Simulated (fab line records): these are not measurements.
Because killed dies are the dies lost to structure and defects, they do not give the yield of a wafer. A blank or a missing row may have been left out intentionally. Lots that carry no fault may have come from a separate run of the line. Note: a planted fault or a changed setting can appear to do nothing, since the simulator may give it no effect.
Split-lot experiment :: flow n5Finfet :: 21 wafers read from 7 lots, route of 1938 steps

THE SPLIT ITSELF
At N5_PASSIVATION_PECVD_53 (deposits SiO2 from TEOS/O2, target thk 800 nm, time 169.4 s), the setting timeS was moved away from the recipe's 169.4 s on 9 of the 21 wafers read, by -10.9% to +14.0%. This setting was run at the recipe's value on the other wafers.

The reading is taken at the split's own step.

THE READING
SiO2_of_PASSIVATION_PECVD_53.thkNm (the simulator's own value, which no gauge read), in nm, at N5_PASSIVATION_PECVD_53 (deposits SiO2 from TEOS/O2, target thk 800 nm, time 169.4 s). No usual value for it is given in the file. Average 803.5 nm, standard deviation 12 nm, over the 12 wafers here run with the recipe.

wafer: L074.1
tool, chamber at the split: pecvd-01, 2
timeS as run, s: 183.3
against the recipe: +8.2%
SiO2_of_PASSIVATION_PECVD_53.thkNm, nm: 859.4
against lot-mates on the recipe: +51.7

wafer: L074.3
tool, chamber at the split: pecvd-01, 2
timeS as run, s: 169.4
against the recipe: recipe
SiO2_of_PASSIVATION_PECVD_53.thkNm, nm: 801.2
against lot-mates on the recipe: -

wafer: L074.5
tool, chamber at the split: pecvd-01, 2
timeS as run, s: 169.4
against the recipe: recipe
SiO2_of_PASSIVATION_PECVD_53.thkNm, nm: 814.2
against lot-mates on the recipe: -

wafer: L075.3
tool, chamber at the split: pecvd-03, 0
timeS as run, s: 179
against the recipe: +5.7%
SiO2_of_PASSIVATION_PECVD_53.thkNm, nm: 844.6
against lot-mates on the recipe: +33.0

wafer: L075.4
tool, chamber at the split: pecvd-03, 1
timeS as run, s: 179
against the recipe: +5.7%
SiO2_of_PASSIVATION_PECVD_53.thkNm, nm: 855.8
against lot-mates on the recipe: +44.2

wafer: L075.5
tool, chamber at the split: pecvd-03, 0
timeS as run, s: 169.4
against the recipe: recipe
SiO2_of_PASSIVATION_PECVD_53.thkNm, nm: 811.6
against lot-mates on the recipe: -

wafer: L082.2
tool, chamber at the split: pecvd-04, 0
timeS as run, s: 169.4
against the recipe: recipe
SiO2_of_PASSIVATION_PECVD_53.thkNm, nm: 784.6
against lot-mates on the recipe: -

wafer: L082.3
tool, chamber at the split: pecvd-04, 0
timeS as run, s: 169.4
against the recipe: recipe
SiO2_of_PASSIVATION_PECVD_53.thkNm, nm: 813.2
against lot-mates on the recipe: -

wafer: L082.4
tool, chamber at the split: pecvd-04, 1
timeS as run, s: 193.2
against the recipe: +14.0%
SiO2_of_PASSIVATION_PECVD_53.thkNm, nm: 913.6
against lot-mates on the recipe: +114.7

wafer: L090.2
tool, chamber at the split: pecvd-01, 1
timeS as run, s: 162.4
against the recipe: -4.1%
SiO2_of_PASSIVATION_PECVD_53.thkNm, nm: 769.6
against lot-mates on the recipe: -61.4

wafer: L090.3
tool, chamber at the split: pecvd-01, 2
timeS as run, s: 162.4
against the recipe: -4.1%
SiO2_of_PASSIVATION_PECVD_53.thkNm, nm: 769.8
against lot-mates on the recipe: -61.2

wafer: L090.4
tool, chamber at the split: pecvd-01, 2
timeS as run, s: 169.4
against the recipe: recipe
SiO2_of_PASSIVATION_PECVD_53.thkNm, nm: 831
against lot-mates on the recipe: -

wafer: L087.1
tool, chamber at the split: pecvd-03, 2
timeS as run, s: 169.4
against the recipe: recipe
SiO2_of_PASSIVATION_PECVD_53.thkNm, nm: 783.6
against lot-mates on the recipe: -

wafer: L087.4
tool, chamber at the split: pecvd-03, 2
timeS as run, s: 169.4
against the recipe: recipe
SiO2_of_PASSIVATION_PECVD_53.thkNm, nm: 802.8
against lot-mates on the recipe: -

wafer: L087.5
tool, chamber at the split: pecvd-03, 1
timeS as run, s: 161.3
against the recipe: -4.8%
SiO2_of_PASSIVATION_PECVD_53.thkNm, nm: 766.8
against lot-mates on the recipe: -26.4

wafer: L094.3
tool, chamber at the split: pecvd-04, 0
timeS as run, s: 169.4
against the recipe: recipe
SiO2_of_PASSIVATION_PECVD_53.thkNm, nm: 798.8
against lot-mates on the recipe: -

wafer: L094.4
tool, chamber at the split: pecvd-04, 2
timeS as run, s: 169.4
against the recipe: recipe
SiO2_of_PASSIVATION_PECVD_53.thkNm, nm: 803.2
against lot-mates on the recipe: -

wafer: L094.5
tool, chamber at the split: pecvd-04, 2
timeS as run, s: 169.4
against the recipe: recipe
SiO2_of_PASSIVATION_PECVD_53.thkNm, nm: 799.6
against lot-mates on the recipe: -

wafer: L097.1
tool, chamber at the split: pecvd-04, 0
timeS as run, s: 169.4
against the recipe: recipe
SiO2_of_PASSIVATION_PECVD_53.thkNm, nm: 798
against lot-mates on the recipe: -

wafer: L097.2
tool, chamber at the split: pecvd-04, 2
timeS as run, s: 150.9
against the recipe: -10.9%
SiO2_of_PASSIVATION_PECVD_53.thkNm, nm: 717.6
against lot-mates on the recipe: -80.4

wafer: L097.4
tool, chamber at the split: pecvd-04, 2
timeS as run, s: 150.9
against the recipe: -10.9%
SiO2_of_PASSIVATION_PECVD_53.thkNm, nm: 718.6
against lot-mates on the recipe: -79.4

FIT RESULTS
A straight line over all 21 wafers: SiO2_of_PASSIVATION_PECVD_53.thkNm changes by +7.77 nm for each +1% of timeS; r = +0.97; the points scatter about the line by 10 nm.
The same after taking each lot's own level away (the mean of its wafers on the recipe; 21 wafers): +7.76 nm for each +1%; r = +0.97; scatter 12 nm.
On that fit, the largest move of timeS shifts the reading by 1.1e+02 nm.
The lots' own levels span 793.20 to 831.00 nm, that is 3.0 times the standard deviation above.
So the lot-to-lot level changes the slope little: the two slopes agree.
Check: with one of the wafers moved furthest among these (+14.0%) left out of the fit, the line predicts +102 nm for it against its lot-mates. Against them it came out at +115 nm.

THE OTHER SPLITS THESE WAFERS WENT THROUGH
Before the reading, these wafers also passed through other splits. Each is held against what the fit with the lots' levels taken away leaves over:
other split on the same wafers: N5_BEOL_M15_CMP_49 downForcePsi
wafers away from the commonest value: 7
r with SiO2_of_PASSIVATION_PECVD_53.thkNm (lot level and that fit taken away): -0.24

other split on the same wafers: N5_BEOL_M15_DEP_53 timeS
wafers away from the commonest value: 3
r with SiO2_of_PASSIVATION_PECVD_53.thkNm (lot level and that fit taken away): +0.07

other split on the same wafers: N5_PASSIVATION_DEVELOP_29 developTimeS
wafers away from the commonest value: 8
r with SiO2_of_PASSIVATION_PECVD_53.thkNm (lot level and that fit taken away): -0.09

THE WHOLE CHAIN: every reading that the file lists as answering this split, in the file's order
step: N5_PASSIVATION_PECVD_53
what it does: deposits SiO2 from TEOS/O2, target thk 800 nm, time 169.4 s
reading: SiO2_of_PASSIVATION_PECVD_53.thkNm (the simulator's own value, which no gauge read)
change (the file's fit): +7.69 nm for each +1% of the setting
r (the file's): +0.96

step: N5_PASSIVATION_PROBE_49
what it does: 
reading: killedAtOther
change (the file's fit): not straight: 4 at the lowest setting, 3 at the recipe, 1046 at the highest
r (the file's): not given

FILE'S OWN FIT
SiO2_of_PASSIVATION_PECVD_53.thkNm changes by +7.69 nm for each +1% of timeS, r = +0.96.
